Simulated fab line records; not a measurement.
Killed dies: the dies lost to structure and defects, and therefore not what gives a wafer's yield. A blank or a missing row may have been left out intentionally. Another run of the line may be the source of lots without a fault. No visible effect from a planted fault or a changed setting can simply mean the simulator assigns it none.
Split-lot trial / flow n5Finfet / 39 wafers read from 7 lots, route of 1938 steps

== SPLIT DETAILS ==
At N5_BEOL_M6_ALD_77 (deposits TaN, target thk 2 nm, pulse time 2 s, purge time 3 s), the setting aldCycles was moved away from the recipe's 40 on 12 of the 39 wafers read, by +17.5% to +52.5%. This setting was run at the recipe's value on the other wafers.

The reading is taken at the split's own step.

== THE READING ==
TaN_of_BEOL_M6_ALD_77.thkNm (the simulator's own value, which no gauge read), in nm, at N5_BEOL_M6_ALD_77 (deposits TaN, target thk 2 nm, pulse time 2 s, purge time 3 s). No usual value for it is given in the file.

wafer=L076.1; tool, chamber at the split=aldMetal-02, 2,3,2; aldCycles as run=40; against the recipe=recipe; TaN_of_BEOL_M6_ALD_77.thkNm, nm=2; against lot-mates on the recipe=-
wafer=L076.4; tool, chamber at the split=aldMetal-02, 2,3,2; aldCycles as run=40; against the recipe=recipe; TaN_of_BEOL_M6_ALD_77.thkNm, nm=2; against lot-mates on the recipe=-
wafer=L076.6; tool, chamber at the split=aldMetal-02, 2,3,2; aldCycles as run=40; against the recipe=recipe; TaN_of_BEOL_M6_ALD_77.thkNm, nm=2; against lot-mates on the recipe=-
wafer=L076.2; tool, chamber at the split=aldMetal-02, 0,1,3; aldCycles as run=56; against the recipe=+40.0%; TaN_of_BEOL_M6_ALD_77.thkNm, nm=2.8; against lot-mates on the recipe=+0.8
wafer=L076.3; tool, chamber at the split=aldMetal-02, 0,1,3; aldCycles as run=56; against the recipe=+40.0%; TaN_of_BEOL_M6_ALD_77.thkNm, nm=2.8; against lot-mates on the recipe=+0.8
wafer=L076.5; tool, chamber at the split=aldMetal-02, 0,1,3; aldCycles as run=56; against the recipe=+40.0%; TaN_of_BEOL_M6_ALD_77.thkNm, nm=2.8; against lot-mates on the recipe=+0.8
wafer=L081.1; tool, chamber at the split=aldMetal-04, 0,2,3; aldCycles as run=40; against the recipe=recipe; TaN_of_BEOL_M6_ALD_77.thkNm, nm=2; against lot-mates on the recipe=-
wafer=L081.4; tool, chamber at the split=aldMetal-04, 0,2,3; aldCycles as run=40; against the recipe=recipe; TaN_of_BEOL_M6_ALD_77.thkNm, nm=2; against lot-mates on the recipe=-
wafer=L081.5; tool, chamber at the split=aldMetal-04, 0,2,3; aldCycles as run=40; against the recipe=recipe; TaN_of_BEOL_M6_ALD_77.thkNm, nm=2; against lot-mates on the recipe=-
wafer=L081.2; tool, chamber at the split=aldMetal-04, 1,3,2; aldCycles as run=47; against the recipe=+17.5%; TaN_of_BEOL_M6_ALD_77.thkNm, nm=2.4; against lot-mates on the recipe=+0.4
wafer=L081.3; tool, chamber at the split=aldMetal-04, 1,3,2; aldCycles as run=47; against the recipe=+17.5%; TaN_of_BEOL_M6_ALD_77.thkNm, nm=2.4; against lot-mates on the recipe=+0.4
wafer=L081.6; tool, chamber at the split=aldMetal-04, 1,3,2; aldCycles as run=47; against the recipe=+17.5%; TaN_of_BEOL_M6_ALD_77.thkNm, nm=2.4; against lot-mates on the recipe=+0.4
wafer=L078.2; tool, chamber at the split=aldMetal-01, 3,0,2; aldCycles as run=40; against the recipe=recipe; TaN_of_BEOL_M6_ALD_77.thkNm, nm=2; against lot-mates on the recipe=-
wafer=L078.4; tool, chamber at the split=aldMetal-01, 3,0,2; aldCycles as run=40; against the recipe=recipe; TaN_of_BEOL_M6_ALD_77.thkNm, nm=2; against lot-mates on the recipe=-
wafer=L078.6; tool, chamber at the split=aldMetal-01, 3,0,2; aldCycles as run=40; against the recipe=recipe; TaN_of_BEOL_M6_ALD_77.thkNm, nm=2; against lot-mates on the recipe=-
wafer=L084.1; tool, chamber at the split=aldMetal-02, 2,0,3; aldCycles as run=50; against the recipe=+25.0%; TaN_of_BEOL_M6_ALD_77.thkNm, nm=2.6; against lot-mates on the recipe=+0.6
wafer=L084.3; tool, chamber at the split=aldMetal-02, 2,0,3; aldCycles as run=50; against the recipe=+25.0%; TaN_of_BEOL_M6_ALD_77.thkNm, nm=2.6; against lot-mates on the recipe=+0.6
wafer=L084.6; tool, chamber at the split=aldMetal-02, 2,0,3; aldCycles as run=50; against the recipe=+25.0%; TaN_of_BEOL_M6_ALD_77.thkNm, nm=2.6; against lot-mates on the recipe=+0.6
wafer=L084.2; tool, chamber at the split=aldMetal-02, 3,1,2; aldCycles as run=40; against the recipe=recipe; TaN_of_BEOL_M6_ALD_77.thkNm, nm=2; against lot-mates on the recipe=-
wafer=L084.4; tool, chamber at the split=aldMetal-02, 3,1,2; aldCycles as run=40; against the recipe=recipe; TaN_of_BEOL_M6_ALD_77.thkNm, nm=2; against lot-mates on the recipe=-
wafer=L084.5; tool, chamber at the split=aldMetal-02, 3,1,2; aldCycles as run=40; against the recipe=recipe; TaN_of_BEOL_M6_ALD_77.thkNm, nm=2; against lot-mates on the recipe=-
wafer=L087.1; tool, chamber at the split=aldMetal-02, 2,3,0,1,0,3; aldCycles as run=40; against the recipe=recipe; TaN_of_BEOL_M6_ALD_77.thkNm, nm=2; against lot-mates on the recipe=-
wafer=L087.2; tool, chamber at the split=aldMetal-02, 2,3,0,1,0,3; aldCycles as run=40; against the recipe=recipe; TaN_of_BEOL_M6_ALD_77.thkNm, nm=2; against lot-mates on the recipe=-
wafer=L087.3; tool, chamber at the split=aldMetal-02, 2,3,0,1,0,3; aldCycles as run=40; against the recipe=recipe; TaN_of_BEOL_M6_ALD_77.thkNm, nm=2; against lot-mates on the recipe=-
wafer=L087.4; tool, chamber at the split=aldMetal-02, 2,3,0,1,0,3; aldCycles as run=40; against the recipe=recipe; TaN_of_BEOL_M6_ALD_77.thkNm, nm=2; against lot-mates on the recipe=-
wafer=L087.5; tool, chamber at the split=aldMetal-02, 2,3,0,1,0,3; aldCycles as run=40; against the recipe=recipe; TaN_of_BEOL_M6_ALD_77.thkNm, nm=2; against lot-mates on the recipe=-
wafer=L087.6; tool, chamber at the split=aldMetal-02, 2,3,0,1,0,3; aldCycles as run=40; against the recipe=recipe; TaN_of_BEOL_M6_ALD_77.thkNm, nm=2; against lot-mates on the recipe=-
wafer=L090.1; tool, chamber at the split=aldMetal-04, 3,1,2; aldCycles as run=40; against the recipe=recipe; TaN_of_BEOL_M6_ALD_77.thkNm, nm=2; against lot-mates on the recipe=-
wafer=L090.2; tool, chamber at the split=aldMetal-04, 3,1,2; aldCycles as run=40; against the recipe=recipe; TaN_of_BEOL_M6_ALD_77.thkNm, nm=2; against lot-mates on the recipe=-
wafer=L090.4; tool, chamber at the split=aldMetal-04, 3,1,2; aldCycles as run=40; against the recipe=recipe; TaN_of_BEOL_M6_ALD_77.thkNm, nm=2; against lot-mates on the recipe=-
wafer=L090.3; tool, chamber at the split=aldMetal-04, 0,3,0; aldCycles as run=61; against the recipe=+52.5%; TaN_of_BEOL_M6_ALD_77.thkNm, nm=3; against lot-mates on the recipe=+1.0
wafer=L090.5; tool, chamber at the split=aldMetal-04, 0,3,0; aldCycles as run=61; against the recipe=+52.5%; TaN_of_BEOL_M6_ALD_77.thkNm, nm=3; against lot-mates on the recipe=+1.0
wafer=L090.6; tool, chamber at the split=aldMetal-04, 0,3,0; aldCycles as run=61; against the recipe=+52.5%; TaN_of_BEOL_M6_ALD_77.thkNm, nm=3; against lot-mates on the recipe=+1.0
wafer=L096.1; tool, chamber at the split=aldMetal-01, 3,2,0,1,3,0; aldCycles as run=40; against the recipe=recipe; TaN_of_BEOL_M6_ALD_77.thkNm, nm=2; against lot-mates on the recipe=-
wafer=L096.2; tool, chamber at the split=aldMetal-01, 3,2,0,1,3,0; aldCycles as run=40; against the recipe=recipe; TaN_of_BEOL_M6_ALD_77.thkNm, nm=2; against lot-mates on the recipe=-
wafer=L096.3; tool, chamber at the split=aldMetal-01, 3,2,0,1,3,0; aldCycles as run=40; against the recipe=recipe; TaN_of_BEOL_M6_ALD_77.thkNm, nm=2; against lot-mates on the recipe=-
wafer=L096.4; tool, chamber at the split=aldMetal-01, 3,2,0,1,3,0; aldCycles as run=40; against the recipe=recipe; TaN_of_BEOL_M6_ALD_77.thkNm, nm=2; against lot-mates on the recipe=-
wafer=L096.5; tool, chamber at the split=aldMetal-01, 3,2,0,1,3,0; aldCycles as run=40; against the recipe=recipe; TaN_of_BEOL_M6_ALD_77.thkNm, nm=2; against lot-mates on the recipe=-
wafer=L096.6; tool, chamber at the split=aldMetal-01, 3,2,0,1,3,0; aldCycles as run=40; against the recipe=recipe; TaN_of_BEOL_M6_ALD_77.thkNm, nm=2; against lot-mates on the recipe=-
Rows listing several chambers each stand for several wafers; the file does not say which wafer went through which chamber.

FIT RESULTS
A straight line over all 39 wafers: TaN_of_BEOL_M6_ALD_77.thkNm changes by +0.0199 nm for each +1% of aldCycles; r = +1.00; the points scatter about the line by 0.034 nm.
The same after taking each lot's own level away (the mean of its wafers on the recipe; 39 wafers): +0.0199 nm for each +1%; r = +1.00; scatter 0.034 nm.
The reading moves by 1 nm for the largest change in aldCycles, on that fit.
The lots' own levels span 2.00 to 2.00 nm.
Consequently the slope shifts little with the lot-to-lot level, the two slopes agreeing.
Check: with one of the wafers moved furthest among these (+52.5%) left out of the fit, the line predicts +1.07 nm for it against its lot-mates. Against them it came out at +1 nm.

== OTHER SPLITS ON THESE WAFERS ==
Note: prior to the reading, these wafers also went through further splits. Each is held against what the fit with the lots' levels taken away leaves over:
other split on the same wafers=N5_ZERO_LAYER_DEVELOP_10 developTimeS; wafers away from the commonest value=18; r with TaN_of_BEOL_M6_ALD_77.thkNm (lot level and that fit taken away)=+0.23
other split on the same wafers=N5_FIN_SAQP_PECVD_06 timeS; wafers away from the commonest value=12; r with TaN_of_BEOL_M6_ALD_77.thkNm (lot level and that fit taken away)=+0.12
other split on the same wafers=N5_BEOL_M0_SAQP_HM_DEP_111 timeS; wafers away from the commonest value=12; r with TaN_of_BEOL_M6_ALD_77.thkNm (lot level and that fit taken away)=-0.34
other split on the same wafers=N5_BEOL_M1_PECVD_72 timeS; wafers away from the commonest value=12; r with TaN_of_BEOL_M6_ALD_77.thkNm (lot level and that fit taken away)=+0.34

== FILE'S OWN FIT ==
TaN_of_BEOL_M6_ALD_77.thkNm changes by +0.0201 nm for each +1% of aldCycles, r = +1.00.
